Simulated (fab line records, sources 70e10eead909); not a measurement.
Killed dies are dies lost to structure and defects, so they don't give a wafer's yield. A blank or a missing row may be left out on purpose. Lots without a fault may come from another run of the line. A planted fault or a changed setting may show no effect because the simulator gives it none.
Chamber matching | flow nand_harc | NHARC_P_ZERO_WELL_DESCUM_54 on rie_diel-02: 4 sister chambers
The step chemistry O2, time 3 s. 4 wafers are shown with their chamber, then 7 later ones without.

WAFERS WITH THEIR CHAMBER
wafer  | chamber | showerhead_plenum_p_Torr (Torr)
L355.1 | 0       | 1.88
L355.2 | 2       | 2.06
L357.2 | 3       | 1.88
L357.5 | 1       | 2.05

WAFERS WITHOUT THEIR CHAMBER
wafer  | showerhead_plenum_p_Torr (Torr)
L357.6 | 1.88
L360.1 | 2.05
L360.2 | 1.88
L360.6 | 1.88
L361.2 | 1.87
L361.5 | 1.88
L361.6 | 2.06

WHICH CHAMBER EACH WENT THROUGH
wafer  | from the rows above     | in truth
L357.6 | can't be placed: 0 or 3 | 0
L360.1 | 1                       | 1
L360.2 | can't be placed: 0 or 3 | 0
L360.6 | can't be placed: 0 or 3 | 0
L361.2 | can't be placed: 0 or 3 | 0
L361.5 | can't be placed: 0 or 3 | 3
L361.6 | 2                       | 2
Placed correctly: 2 of 7. Can't be placed from these rows: 5 (the true chamber is among the candidates in 5). Placed wrongly: 0.
How it was worked out, from the rows above alone: a wafer's distance from a chamber is the root of the sum, over the readings, of the square of ((its reading less the chamber's mean) divided by the reading's scatter). The wafer belongs to the nearest chamber; if the next one is less than 2 further off, it can't be placed. A chamber's mean is the mean of its shown wafers. The scatter: with one shown wafer a chamber, the root of the mean of the squares of how far each hidden wafer lies from its nearest shown one.
